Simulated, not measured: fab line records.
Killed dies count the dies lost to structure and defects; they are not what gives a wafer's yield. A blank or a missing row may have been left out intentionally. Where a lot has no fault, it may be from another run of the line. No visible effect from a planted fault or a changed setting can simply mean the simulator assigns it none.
The same fault as seen by 2 desks :: flow nand harc :: every desk sees just its own numbers, and what lay behind them comes last

THE DEFECT DESK
For each lot, the counts of the inspections along the route, averaged over the sampled wafers that have a number. If a lot's mean is further than 4 standard deviations from the usual mean, the lot is out of limits and carries the mark OUT (the distance appears in the brackets).
Columns: A = raw defect count at NHARC_A_M0_INSPECT_27, usual 533
lot: L875
first seen here: day 23 09:13
A: 581

lot: L876
first seen here: day 23 16:30
A: 466

lot: L877
first seen here: day 23 17:34
A: 349

lot: L878
first seen here: day 24 15:46
A: 472

lot: L880
first seen here: day 25 05:11
A: 579

lot: L881
first seen here: day 25 08:20
A: 680

lot: L884
first seen here: day 26 18:46
A: 474

lot: L883
first seen here: day 26 23:14
A: 414

lot: L885
first seen here: day 27 08:22
A: 395

lot: L894
first seen here: day 30 23:21
A: 345

lot: L896
first seen here: day 32 04:26
A: 749

lot: L897
first seen here: day 32 14:32
A: 420
Result from this desk: across the 12 lots, nothing is out of limits.

DESK OF THE TOOL OWNER: pvd sputter-01
The tool's own readings at NHARC_A_M0_PVD_21 (deposits Cu, target thk 30 nm, time 20.49 s): means of the sampled wafers that have a number, for each lot that ran on this tool. If a lot's mean is further than 4 standard deviations from the usual mean, the lot is out of limits and carries the mark OUT (the distance appears in the brackets).
Columns: A = cathode dc power W at NHARC_A_M0_PVD_21, usual 4999.9 W; B = chamber pressure pa at NHARC_A_M0_PVD_21, usual 5.001 Pa; C = substrate temp c at NHARC_A_M0_PVD_21, usual 29.98 C; D = throttle valve pct at NHARC_A_M0_PVD_21, usual 30.4 %
lot: L878
first seen here: day 24 14:27
A: 5000.1
B: 5.007
C: 29.95
D: 29.9

lot: L880
first seen here: day 25 03:52
A: 4999.7
B: 4.995
C: 29.95
D: 31.0

lot: L884
first seen here: day 26 17:28
A: 5000.7
B: 5.002
C: 30.02
D: 30.5

lot: L896
first seen here: day 32 03:02
A: 4999.8
B: 5.003
C: 29.98
D: 31.0
Result from this desk: across the 4 lots, nothing is out of limits.

BROUGHT TOGETHER
Nothing the defect desk looked at was out of limits.
The desk of the tool owner found nothing out of limits.

WHAT THE SIMULATOR HAD INSERTED
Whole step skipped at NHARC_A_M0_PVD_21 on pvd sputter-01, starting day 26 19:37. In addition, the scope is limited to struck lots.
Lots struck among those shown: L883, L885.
